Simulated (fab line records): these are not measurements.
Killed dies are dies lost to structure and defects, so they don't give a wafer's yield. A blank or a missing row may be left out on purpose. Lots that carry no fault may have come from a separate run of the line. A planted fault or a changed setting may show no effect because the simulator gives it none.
fab line records	flow n5Finfet
record lots=8	wafers=23	lastDay=17
route steps=1938 shown MOL_CONTACT_COAG@624 BEOL_M0_SAQP@638 BEOL_M4@1111 PASSIVATION@1936
lots that met no fault: from a run of the same line without faults
startH: hours from the record's opening day to when the first of the lot's shown wafers began	waitH: how many hours have passed since the lot's step before this one	" identical to the entry in the row above	L1.1+2: several wafers, shown together as one row	- value missing, or start not given	* or withheld: withheld	< > ~ a bound
route shown NAME@n: a module of which the file shows steps, and the number in the route of the first	usual: mean/standard deviation taken from wafers without a fault	same: alike in all rows	chamber/n: place in a boat	sites: per-site readings	_std_site: the standard deviation of these	_edge_site: mean of outer sites minus mean of inner sites	radiusMm: for every site, how far away it sits from the centre of the wafer	mask NAME#n: copy n	behind: the most recent tool/chamber to have shaped the wafer	hold: the reason the lot was held/the length of the hold in hours/how it ended	device: which transistor (n, p or np) failed to switch	end of line: the same wafers' tests at the end of the route	a step given without rows: its recipe and nothing more	killed: the dies lost at the first sort to structure and to defects; this is not the yield of the wafer	map: a wafer's dies, x killed, . not, _ none there
set.NAME: setting as actually run; set.NAME@STEP: the setting as run at that earlier step	model.NAME: the simulator's own value behind a step, which no gauge read
a sample of lots followed through the steps of the route, with each step as a table and each wafer as a row
services: when a tool's chamber went out of use (startH, in hours from the record's first day, below 0 if earlier), for how many hours, and the reason
## steps
# step N5_MOL_CONTACT_COAG_CVD_140
# recipe material=W	targetThkA=665	mode=selectiveFill	tempC=300	timeS=215
# usual heaterPowerW=474/37
lot.wafer	tool	chamber	startH	waitH	heaterPowerW
L973.1	cvdW-02	0	113.67	0.1	519
L973.4	"	1	"	"	456
L973.6	"	1	"	"	456
L974.2	cvdW-02	1	120.54	0.1	458
L974.3	"	1	"	"	461
L974.5	"	1	"	"	455
L984.1	cvdW-01	1	184.56	0.1	438
L984.5	"	1	"	"	436
L984.6	"	0	"	"	451
L985.2	cvdW-02	0	187.61	0.1	514
L985.3	"	0	"	"	520
L985.5	"	0	"	"	529
L988.1	cvdW-01	0	201.53	0.1	450
L988.2	"	1	"	"	444
L988.6	"	0	"	"	452
L989.1	cvdW-02	0	212.16	0.1	515
L989.2	"	1	"	"	439
L989.4	"	0	"	"	532
L992.1	cvdW-02	0	227.59	0.1	506
L992.6	"	0	"	"	526
L994.1	cvdW-01	1	238.39	0.1	440
L994.2	"	0	"	"	460
L994.5	"	0	"	"	450
# step N5_BEOL_M0_SAQP_PECVD_04
# recipe material=a-Si	targetThkA=600	tempC=350	precursor=SiH4/He	pressureTorr=3	rfW=100	timeS=60.2
# usual heaterPowerW=626/62	showerheadPlenumPTorr=5.68/0.038	throttleValvePct=18.3/0.7
lot.wafer	tool	chamber	startH	waitH	heaterPowerW	showerheadPlenumPTorr	throttleValvePct
L973.1	pecvd-01	1	119.45	0.0	705	5.70	18.4
L973.4	"	1	"	"	722	5.71	18.6
L973.6	"	2	"	"	659	5.71	18.4
L974.2	pecvd-03	2	142.30	0.0	502	5.65	17.0
L974.3	"	1	"	"	660	5.75	18.7
L974.5	"	2	"	"	498	5.64	17.1
L984.1	pecvd-02	0	188.91	0.0	747	5.69	19.7
L984.5	"	1	"	"	666	5.66	18.7
L984.6	"	0	"	"	731	5.69	19.5
L985.2	pecvd-01	1	192.30	0.0	646	5.70	18.5
L985.3	"	2	"	"	658	5.72	18.5
L985.5	"	1	"	"	649	5.68	18.5
L988.1	pecvd-01	2	206.37	0.0	656	5.72	18.7
L988.2	"	0	"	"	566	5.62	17.7
L988.6	"	2	"	"	655	5.71	18.7
L989.1	pecvd-02	0	216.95	0.0	692	5.68	19.5
L989.2	"	1	"	"	625	5.66	18.6
L989.4	"	1	"	"	608	5.67	18.6
L992.1	pecvd-01	1	233.08	0.0	667	5.70	18.3
L992.6	"	0	"	"	576	5.63	17.8
L994.1	pecvd-01	0	243.88	0.0	579	5.61	17.8
L994.2	"	1	"	"	646	5.71	18.2
L994.5	"	0	"	"	590	5.63	17.4
# step N5_BEOL_M0_SAQP_THK_MEAS_05
# usual thkNm=60.1/0.85
lot.wafer	tool	chamber	startH	waitH	thkNm
L973.1	filmMetro-02	-	119.55	0.1	60.1
L973.4	"	-	"	"	61.2
L973.6	"	-	"	"	61.2
L974.2	filmMetro-01	-	142.39	0.1	59.3
L974.3	"	-	"	"	59.9
L974.5	"	-	"	"	60.1
L984.1	filmMetro-01	-	189.01	0.1	59.7
L984.5	"	-	"	"	61.2
L984.6	"	-	"	"	60.5
L985.2	filmMetro-01	-	192.40	0.1	60.0
L985.3	"	-	"	"	60.8
L985.5	"	-	"	"	60.7
L988.1	filmMetro-02	-	206.47	0.1	88.8
L988.2	"	-	"	"	59.6
L988.6	"	-	"	"	90.3
L989.1	filmMetro-01	-	217.08	0.1	59.1
L989.2	"	-	"	"	59.0
L989.4	"	-	"	"	59.7
L992.1	filmMetro-02	-	233.17	0.1	88.1
L992.6	"	-	"	"	89.2
L994.1	filmMetro-01	-	244.01	0.1	88.5
L994.2	"	-	"	"	59.6
L994.5	"	-	"	"	60.8
# step N5_BEOL_M0_SAQP_CD_MEAS_14
# recipe targetCdNm=42.5	landingEnergyEv=500	detector=seInlens
# usual cdNm=42.4/0.35
lot.wafer	tool	chamber	startH	waitH	cdNm
L973.1	cdSem-01	0	120.03	-	43.0
L973.4	"	0	"	"	41.8
L973.6	"	0	"	"	42.5
L974.2	cdSem-03	0	142.88	-	42.4
L974.3	"	0	"	"	42.5
L974.5	"	0	"	"	42.6
L984.1	cdSem-03	0	189.49	-	42.2
L984.5	"	0	"	"	42.2
L984.6	"	0	"	"	43.1
L985.2	cdSem-01	0	192.75	-	42.9
L985.3	"	0	"	"	42.8
L985.5	"	0	"	"	42.5
L988.1	cdSem-01	0	206.95	-	42.8
L988.2	"	0	"	"	42.7
L988.6	"	0	"	"	42.9
L989.1	cdSem-02	0	217.43	-	42.4
L989.2	"	0	"	"	42.5
L989.4	"	0	"	"	42.3
L992.1	cdSem-03	0	233.53	-	42.3
L992.6	"	0	"	"	41.7
L994.1	cdSem-03	0	244.49	-	42.2
L994.2	"	0	"	"	42.6
L994.5	"	0	"	"	42.2
# step N5_BEOL_M0_SAQP_DESCUM_19
# recipe chemistry=O2	timeS=7.9	sourcePowerW=50	biasPowerW=20	pressureMtorr=20	rfFrequencyHz=2.712e+07	tempC=40	resist=CAR-ArF	o2FlowSccm=225
# usual drypumpMotorCurrentA=5.5/0.4	oesProductAu=0.79/0.11	rfVppV=243.4/1.4	showerheadPlenumPTorr=2.12/0.069	throttleValvePct=20.36/0.25
lot.wafer	tool	chamber	startH	waitH	drypumpMotorCurrentA	oesProductAu	rfHoursCounterH	rfVppV	showerheadPlenumPTorr	throttleValvePct
L973.1	rieDiel-01	1	120.12	0.0	5.9	0.68	239	242.7	2.06	20.33
L973.4	"	0	"	"	5.3	0.86	57	244.0	2.22	20.40
L973.6	"	3	"	"	5.7	0.71	-	243.8	2.16	20.30
L974.2	rieDiel-01	0	142.96	0.0	5.3	0.85	64	243.2	2.22	20.42
L974.3	"	1	"	"	5.9	0.68	247	242.0	2.06	20.34
L974.5	"	0	"	"	5.3	0.85	-	244.0	2.22	20.41
L984.1	rieDiel-01	2	189.62	0.1	5.4	0.71	181	241.5	2.08	20.56
L984.5	"	0	"	"	5.3	0.83	-	245.9	2.22	20.43
L984.6	"	3	"	"	5.7	0.70	-	242.6	2.15	20.32
L985.2	rieDiel-01	0	193.07	0.3	5.3	0.82	83	244.9	2.22	20.45
L985.3	"	1	"	"	6.0	0.99	5	242.6	2.06	19.85
L985.5	"	3	"	"	5.7	0.70	-	244.3	2.15	20.31
L988.1	rieDiel-01	2	207.04	0.0	5.4	0.71	187	242.2	2.08	20.59
L988.2	"	1	"	"	6.0	0.97	8	242.1	2.06	19.85
L988.6	"	0	"	"	5.3	0.82	-	245.2	2.21	20.44
L989.1	rieDiel-01	0	217.52	0.0	5.3	0.82	89	245.3	2.21	20.45
L989.2	"	1	"	"	5.9	0.97	11	242.1	2.05	19.88
L989.4	"	2	"	"	5.5	0.69	190	240.8	2.08	20.58
L992.1	rieDiel-01	3	233.82	0.2	5.7	0.69	210	244.5	2.15	20.35
L992.6	"	2	"	"	5.4	0.70	-	242.0	2.08	20.58
L994.1	rieDiel-01	0	244.58	0.0	5.3	0.81	98	245.0	2.21	20.45
L994.2	"	3	"	"	5.7	0.69	214	244.5	2.15	20.35
L994.5	"	2	"	"	5.4	0.70	-	242.7	2.08	20.59
# step N5_BEOL_M0_SAQP_MANDREL_ETCH_20
# recipe targetDepthA=600	chemistry=HBr/Cl2	target=a-Si	stopOn=SiNx	btTimeS=10	maskMaterial=SOC	overEtchFrac=0.5	timeS=30	pressureMtorr=10	icpW=800	biasW=75	HBr_flow_sccm=150	Cl2_flow_sccm=80	ends=endPoint
# usual drypumpMotorCurrentA=5.85/0.26	oesProductAu=0.775/0.015	throttleValvePct=35.6/0.37
lot.wafer	tool	chamber	startH	waitH	drypumpMotorCurrentA	oesProductAu	rfHoursCounterH	throttleValvePct
L973.1	rieSi-06	2	120.39	0.0	6.04	0.774	8	35.4
L973.4	"	3	"	"	6.19	0.780	102	35.2
L973.6	"	0	"	"	5.92	0.804	-	36.2
L974.2	rieSi-06	3	143.24	0.0	6.22	0.764	102	35.2
L974.3	"	0	"	"	5.90	0.794	9	36.2
L974.5	"	3	"	"	6.20	0.771	-	35.2
L984.1	rieSi-06	0	189.90	0.0	5.94	0.799	10	36.2
L984.5	"	0	"	"	5.92	0.802	-	36.2
L984.6	"	3	"	"	6.19	0.784	-	35.2
L985.2	rieSi-01	3	193.35	0.0	5.93	0.764	114	35.6
L985.3	"	1	"	"	6.00	0.784	20	35.5
L985.5	"	1	"	"	5.98	0.786	-	35.5
L988.1	rieSi-02	0	207.31	0.0	5.25	0.967	70	35.2
L988.2	"	3	"	"	5.82	0.741	26	35.2
L988.6	"	0	"	"	5.24	0.966	-	35.2
L989.1	rieSi-06	3	217.80	0.0	6.21	0.767	104	35.2
L989.2	"	0	"	"	5.92	0.783	10	36.3
L989.4	"	1	"	"	5.80	0.766	164	35.8
L992.1	rieSi-06	1	234.10	0.0	5.82	0.952	164	35.4
L992.6	"	0	"	"	5.94	0.999	-	35.8
L994.1	rieSi-02	3	244.86	0.0	5.82	0.948	26	34.8
L994.2	"	2	"	"	5.83	0.761	45	35.8
L994.5	"	3	"	"	5.82	0.758	-	35.2
# step N5_BEOL_M0_SAQP_INSPECT_42
# recipe mode=adi	inspectInstrument=brightfield
# usual rawDefectCount=280/88
lot.wafer	tool	chamber	startH	waitH	rawDefectCount
L973.1	defectInspect-01	-	124.19	0.1	181
L973.4	"	-	"	"	200
L973.6	"	-	"	"	235
L974.2	defectInspect-01	-	148.91	0.0	368
L974.3	"	-	"	"	312
L974.5	"	-	"	"	292
L984.1	defectInspect-02	-	195.20	0.1	238
L984.5	"	-	"	"	208
L984.6	"	-	"	"	360
L985.2	defectInspect-02	-	197.51	0.0	248
L985.3	"	-	"	"	191
L985.5	"	-	"	"	250
L988.1	defectInspect-02	-	212.24	0.1	1347
L988.2	"	-	"	"	143
L988.6	"	-	"	"	1736
L989.1	defectInspect-02	-	221.51	0.1	175
L989.2	"	-	"	"	234
L989.4	"	-	"	"	189
L992.1	defectInspect-01	-	238.48	0.1	1475
L992.6	"	-	"	"	1513
L994.1	defectInspect-01	-	248.62	0.1	1205
L994.2	"	-	"	"	335
L994.5	"	-	"	"	280
# step N5_BEOL_M4_RC_MEAS_101
# usual DIBL_N=35.8/1.8	DIBL_P=35.6/2	IOFF_N=0.148/0.028	IOFF_P=0.20/0.034	ION_N=672/12	ION_P=462/8.5	SS_N=71.2/0.65	SS_P=73.1/0.67	VT_N=251/3.3	VT_P=-251/3.8
lot.wafer	tool	chamber	startH	waitH	DIBL_N[mV/V]	DIBL_P[mV/V]	IOFF_N[nA/um]	IOFF_P[nA/um]	ION_N[uA/um]	ION_P[uA/um]	SS_N[mV/dec]	SS_P[mV/dec]	VT_N[mV]	VT_P[mV]
L973.1	prober-01	0	168.26	0.0	35.3	35.9	0.161	0.22	685	471	71.8	73.3	252	-248
L973.4	"	0	"	"	34.6	34.8	0.154	0.20	675	462	71.3	73.1	250	-248
L973.6	"	0	"	"	35.5	35.3	0.159	0.22	682	471	72.4	72.5	252	-248
L974.2	prober-01	0	192.61	0.2	36.3	34.1	0.138	0.20	662	464	71.5	73.2	253	-248
L974.3	"	0	"	"	36.9	34.5	0.141	0.21	675	469	70.9	73.8	253	-248
L974.5	"	0	"	"	38.3	36.7	0.175	0.24	677	468	71.1	73.7	247	-248
L985.2	prober-01	0	244.85	0.2	34.9	35.3	0.141	0.21	672	466	71.2	72.7	251	-248
L985.3	"	0	"	"	34.6	34.7	0.142	0.21	671	473	70.9	72.8	252	-251
L985.5	"	0	"	"	34.2	35.1	0.134	0.21	673	463	70.0	72.3	249	-251
L984.1	prober-02	0	247.13	0.0	39.7	38.6	0.244	0.31	677	467	73.2	74.3	245	-242
L984.5	"	0	"	"	36.7	35.2	0.162	0.25	668	468	72.6	73.2	252	-243
L984.6	"	0	"	"	38.2	37.0	0.192	0.27	669	459	72.4	74.0	248	-248
L988.2	prober-02	0	264.36	0.2	32.6	32.9	0.076	0.12	626	430	70.0	71.7	266	-260
L989.1	prober-01	0	267.31	0.0	38.5	39.8	0.191	0.25	679	463	72.1	73.7	248	-248
L989.2	"	0	"	"	35.8	34.5	0.137	0.17	663	454	71.6	73.0	252	-252
L989.4	"	0	"	"	35.6	36.1	0.146	0.18	683	466	71.5	73.1	251	-255
L992.6	prober-01	0	291.08	0.8	38.0	39.9	0.183	0.25	682	472	72.0	74.1	250	-247
L994.1	prober-02	0	310.71	0.0	34.5	34.1	0.145	0.19	673	471	70.7	72.4	249	-249
L994.2	"	0	"	"	35.1	35.6	0.163	0.21	687	470	70.5	72.9	246	-247
L994.5	"	0	"	"	35.3	35.2	0.164	0.21	692	469	70.9	72.9	247	-247
# step N5_PASSIVATION_PROBE_49
# usual defectLimitedYield=91.3/1.5	killed_at_M0_to_M3=34/11	killed_at_M4_up=14/6.1	killedAtContacts=12/5.9	killedAtFrontEnd=39/11	killedAtOther=4/3.3	killedDies=102/18	killedOnRim=13/3.8	killedOpen=67/13	killedShort=33/7.9	sort_bin_5_function=5.1/1	sort_bin_6_memory=3.3/0.7	sort_bin_8_speed=0.1/0.69	sortNPass=1077/19	sortYieldPct=91.3/1.6
# same grossDies=1180	killedAtBackSide=0	sort_bin_4_leakage[%]=0
lot.wafer	tool	chamber	startH	waitH	defectLimitedYield[%]	killed_at_M0_to_M3	killed_at_M4_up	killedAtContacts	killedAtFrontEnd	killedAtOther	killedDies	killedOnRim	killedOpen	killedShort	sort_bin_5_function[%]	sort_bin_6_memory[%]	sort_bin_8_speed[%]	sortNPass	sortYieldPct[%]
L985.2	prober-01	-	343.66	0.1	89.9	39	17	20	34	9	119	17	85	32	5.4	4.4	0	1061	89.9
L985.3	prober-01	-	343.71	0.1	90.4	44	22	13	28	6	113	15	83	27	6.3	3.1	0	1067	90.4
L985.5	prober-01	-	343.81	0.2	90.7	45	18	12	25	10	110	13	73	35	5.0	3.9	0	1070	90.7
L988.1	prober-01	-	370.04	0.0	23.1	834	14	12	43	5	908	81	61	46	72.1	4.3	0	272	23.1
L988.2	prober-01	-	370.09	0.1	92.8	20	14	10	33	8	85	9	46	33	4.2	2.7	8.3	997	84.5
L988.6	prober-01	-	370.29	0.3	11.6	973	20	15	32	3	1043	76	73	32	84.0	4.2	0	137	11.6
L992.1	prober-01	-	386.67	0.0	34.6	736	3	6	25	2	772	69	43	29	62.7	2.6	0	408	34.6
L992.6	prober-01	-	386.92	0.3	45.9	556	4	20	54	4	638	108	74	43	49.7	3.9	0	542	45.9
L994.1	prober-01	-	404.19	0.0	63.3	353	14	13	53	0	433	56	86	27	33.0	3.7	0	747	63.3
L994.2	prober-01	-	404.24	0.1	92.9	30	14	10	28	2	84	8	55	24	4.4	2.6	0	1096	92.9
L994.5	prober-01	-	404.39	0.2	90.8	41	5	9	52	1	108	15	65	41	5.0	3.8	0	1072	90.8
# killed by level:class
L985.2 MOL_CONTACT_COAG:geometricParticle:open=16 BEOL_M3:geometricParticle:open=14 FIN_SAQP:geometricParticle:open=9 BEOL_M0_SAQP:geometricParticle:short=8 STI_FIN_REVEAL:geometricParticle:open=7 BEOL_M4:geometricParticle:open=7 BEOL_M0_SAQP:geometricParticle:open=6 DUMMY_GATE:geometricParticle:open=4
L985.3 BEOL_M3:geometricParticle:open=18 MOL_CONTACT_COAG:geometricParticle:open=8 BEOL_M0_SAQP:geometricParticle:open=8 FIN_SAQP:geometricParticle:open=7 STI_FIN_REVEAL:geometricParticle:open=7 BEOL_M4:geometricParticle:open=7 STARTING-WAFER:geometricParticle:short=6 MOL_CONTACT_COAG:geometricParticle:short=5
L985.5 BEOL_M0_SAQP:geometricParticle:open=14 BEOL_M4:geometricParticle:open=12 BEOL_M0_SAQP:geometricParticle:short=10 MOL_CONTACT_COAG:geometricParticle:open=9 BEOL_M3:geometricParticle:open=9 FIN_SAQP:geometricParticle:short=7 BEOL_M2:geometricParticle:open=6 GATE_CUT:geometricParticle:open=5
L988.1 BEOL_M0_SAQP:areaEtch=800 FIN_SAQP:geometricParticle:short=16 BEOL_M0_SAQP:geometricParticle:open=11 BEOL_M0_SAQP:geometricParticle:short=9 DUMMY_GATE:geometricParticle:open=7 MOL_CONTACT_COAG:geometricParticle:open=7 FIN_SAQP:geometricParticle:open=6 MOL_CONTACT_COAG:geometricParticle:short=5
L988.2 MOL_CONTACT_COAG:geometricParticle:open=8 FIN_SAQP:geometricParticle:short=7 STI_FIN_REVEAL:geometricParticle:open=7 BEOL_M5:geometricParticle:open=6 BEOL_M0_SAQP:geometricParticle:short=5 FIN_SAQP:geometricParticle:open=4 STARTING-WAFER:geometricParticle:short=4 GATE_CUT:geometricParticle:short=3
L988.6 BEOL_M0_SAQP:areaEtch=938 MOL_CONTACT_COAG:geometricParticle:open=13 FIN_SAQP:geometricParticle:short=9 BEOL_M1:geometricParticle:open=8 BEOL_M0_SAQP:geometricParticle:open=7 FIN_SAQP:geometricParticle:open=6 BEOL_M2:geometricParticle:open=6 BEOL_M0_SAQP:geometricParticle:short=5
L992.1 BEOL_M0_SAQP:areaEtch=700 BEOL_M0_SAQP:geometricParticle:short=10 BEOL_M1:geometricParticle:open=7 BEOL_M0_SAQP:geometricParticle:open=6 STI_FIN_REVEAL:geometricParticle:open=4 MOL_CONTACT_COAG:geometricParticle:open=4 STARTING-WAFER:geometricParticle:open=4 FIN_SAQP:geometricParticle:open=3
L992.6 BEOL_M0_SAQP:areaEtch=520 FIN_SAQP:geometricParticle:open=16 BEOL_M0_SAQP:geometricParticle:short=16 BEOL_M0_SAQP:geometricParticle:open=15 MOL_CONTACT_COAG:geometricParticle:open=15 STI_FIN_REVEAL:geometricParticle:open=11 GATE_CUT:geometricParticle:short=6 FIN_SAQP:geometricParticle:short=6
L994.1 BEOL_M0_SAQP:areaEtch=318 STI_FIN_REVEAL:geometricParticle:open=21 BEOL_M3:geometricParticle:open=12 MOL_CONTACT_COAG:geometricParticle:open=11 ILD0:geometricParticle:short=8 BEOL_M1:geometricParticle:open=8 BEOL_M2:geometricParticle:open=6 FIN_SAQP:geometricParticle:open=5
L994.2 BEOL_M3:geometricParticle:open=11 STI_FIN_REVEAL:geometricParticle:open=9 MOL_CONTACT_COAG:geometricParticle:open=8 BEOL_M0_SAQP:geometricParticle:open=4 BEOL_M0_SAQP:geometricParticle:short=4 BEOL_M4:geometricParticle:open=4 FIN_SAQP:geometricParticle:open=3 FIN_SAQP:geometricParticle:short=3
L994.5 STI_FIN_REVEAL:geometricParticle:open=14 BEOL_M3:geometricParticle:open=11 FIN_SAQP:geometricParticle:short=8 GATE_CUT:geometricParticle:short=8 BEOL_M0_SAQP:geometricParticle:short=8 BEOL_M0_SAQP:geometricParticle:open=6 FIN_SAQP:geometricParticle:open=5 MOL_CONTACT_COAG:geometricParticle:open=5
## services
tool	chamber	startH	hours	kind
rieDiel-01	1	91.99	3.6	repair
cvdW-01	-	118.93	0.5	repair
pecvd-01	-	124.78	0.8	repair
rieDiel-01	1	151.64	-	clean
rieDiel-01	1	151.64	-	consumableReplace:focusRing
rieDiel-01	1	151.64	17.7	scheduledDown
rieDiel-01	1	151.64	17.7	ventCycle
cvdW-01	1	155.84	5.0	repair
pecvd-01	1	167.18	4.5	repair
rieDiel-01	1	187.31	5.4	repair
rieSi-02	2	194.42	2.8	repair
cvdW-02	-	202.73	6.9	pm
pecvd-02	1	207.07	5.5	scheduledDown
pecvd-02	2	213.03	5.5	scheduledDown
rieSi-02	1	215.89	-	clean
rieSi-02	1	215.89	-	consumableReplace:esc
rieSi-02	1	215.89	23.1	scheduledDown
rieSi-02	1	215.89	23.1	ventCycle
pecvd-01	-	219.34	6.0	pm
pecvd-01	2	234.42	2.5	repair
pecvd-01	2	236.96	-	clean
pecvd-01	2	236.96	-	consumableReplace:showerhead
pecvd-01	2	236.96	29.0	scheduledDown
pecvd-01	2	236.96	29.0	ventCycle
## key
firstSign step=N5_BEOL_M0_SAQP_THK_MEAS_05	reading=thkNm	direction=up	sigmas=34	usual=*	struck=*
effect step=N5_BEOL_M0_SAQP_MANDREL_ETCH_20	reading=oesProductAu	direction=up	sigmas=13	usual=0.775	struck=0.966
effect step=N5_BEOL_M0_SAQP_INSPECT_42	reading=rawDefectCount	direction=up	sigmas=13	usual=280	struck=1455
effect step=N5_PASSIVATION_PROBE_49	reading=killed_at_M0_to_M3	direction=up	sigmas=59	usual=34	struck=690
moreKillsBornAt N5_BEOL_M0_SAQP_MANDREL_ETCH_20@rieSi-02=2056	N5_BEOL_M0_SAQP_MANDREL_ETCH_20@rieSi-06=1220
metAt N5_BEOL_M0_SAQP_PECVD_04
struckLots L988,L992,L994
struckWafers L988.1,L988.6,L992.1,L992.6,L994.1
laterRowsLeftOut L988.1,L988.6,L992.1
notActingAt N5_MOL_CONTACT_COAG_CVD_140,N5_BEOL_M0_SAQP_CD_MEAS_14,N5_BEOL_M0_SAQP_DESCUM_19
onsetBetween 192.30 206.37
fault kind=processParameterDrift	tool=pecvd-01	chamber=-	onsetH=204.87	steps=N5_BEOL_M0_SAQP_PECVD_04	channel=timeS	offset=*	shape=step	endH=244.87	scope=struckWafersOnly	actsIn=*	stated=*
# laterRowsLeftOut: the simulator's readings of these wafers behind a module that went badly wrong aren't trusted and aren't shown, but for the sort
